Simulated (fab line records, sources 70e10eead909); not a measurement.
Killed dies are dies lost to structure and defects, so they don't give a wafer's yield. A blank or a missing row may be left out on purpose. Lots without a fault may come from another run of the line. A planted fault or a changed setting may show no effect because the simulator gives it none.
A struck lot beside a sound one | flow nand_harc | 14 steps out of a route of 1159
Sound: wafers L421.1, L421.3, L421.6. Struck: wafer L434.2. (L434.1, L434.6 of the same lot were not struck and are left out.) The cause comes at the end.
At each step with rows: each side's tool, then ch and its chambers, then its first start. Under that, the readings that differ: sound wafers | struck wafers | difference of the means | sigmas: that difference in standard deviations of wafers without a fault.
alike: readings whose means differ by less than 2 such deviations, and words and numbers that are the same on both sides. not compared: withheld readings, readings that some wafer has no value for, bounds like >300 that may hide the same value, and numbers for which the record gives no deviation and whose values overlap.
The two part at a step that has a row with sigmas, a row that says differs or no value, or rows on one side only. Numbers that don't overlap but have no deviation are shown without sigmas and don't part them. A reading that every wafer of one side lacks parts them only if that side has two wafers or more.

first, 2 steps without rows for these wafers: NHARC_A_SOURCE_PLATE_CVD_03 (deposits poly-Si, target thk 200 nm, time 4000 s); NHARC_A_SOURCE_PLATE_ANNEAL_05 (time 1800 s).
NHARC_A_SOURCE_PLATE_THK_MEAS_06: measures by ellipsometry.
  sound on film_metro-02, day 9 18:38; struck on film_metro-02, day 13 03:56
  alike: thk_nm
NHARC_A_SOURCE_PLATE_INSPECT_08:
  sound on defect_inspect-01, day 9 18:43; struck on defect_inspect-01, day 13 04:01
  alike: raw_defect_count
then, 1 step without rows for these wafers: NHARC_A_ONON_D1_DEP_00 (target thk 1000 nm).
NHARC_A_ONON_D1_THK_MEAS_02: measures by ellipsometry.
  sound on film_metro-01, day 9 19:17; struck on film_metro-02, day 13 04:35
  alike: thk_nm
then, 1 step without rows for these wafers: NHARC_A_ONON_D1_DEP_03 (target thk 1000 nm).
NHARC_A_ONON_D1_THK_MEAS_05: measures by ellipsometry.
  sound on film_metro-02, day 9 19:51; struck on film_metro-01, day 13 05:09
  alike: thk_nm
then, 1 step without rows for these wafers: NHARC_A_ONON_D1_DEP_06 (target thk 1000 nm).
NHARC_A_ONON_D1_THK_MEAS_08: measures by ellipsometry.
  sound on film_metro-02, day 9 20:25; struck on film_metro-02, day 13 05:43
  alike: thk_nm
NHARC_A_ONON_D1_DEP_09: target thk 1000 nm.
  sound on pecvd_onon-03 ch 0, day 9 20:29; struck on pecvd_onon-03 ch 0, day 13 05:46
NHARC_A_ONON_D1_THK_MEAS_11: measures by ellipsometry.
  sound on film_metro-02, day 9 20:59; struck on film_metro-01, day 13 06:19
  reading     | sound          | struck | difference | sigmas
  thk_nm (nm) | 1014 1014 1012 | 768    | -245       | -26
then, 1 step without rows for these wafers: NHARC_A_ONON_D1_DEP_12 (target thk 1000 nm).
-- the record jumps here: 13 days lie between the struck wafers' starts before and after (it left off in module A_ONON_D1 and takes up again in module END, whose first step shown is number 1159 of the route) --
NHARC_END_SORT_01:
  sound on prober-02 ch 0, day 21 08:49; struck on prober-02 ch 0, day 25 22:49
  reading         | sound    | struck | difference | sigmas
  killed_at_array | 17 23 26 | 673    | +651       | +59
  killed_dies     | 20 25 28 | 677    | +653       | +59
  alike: killed_at_other, killed_at_periphery, killed_open, killed_short

WHERE THEY PART
First at NHARC_A_ONON_D1_THK_MEAS_11; last, within this record, at NHARC_END_SORT_01.

WHY: what the simulator had put in
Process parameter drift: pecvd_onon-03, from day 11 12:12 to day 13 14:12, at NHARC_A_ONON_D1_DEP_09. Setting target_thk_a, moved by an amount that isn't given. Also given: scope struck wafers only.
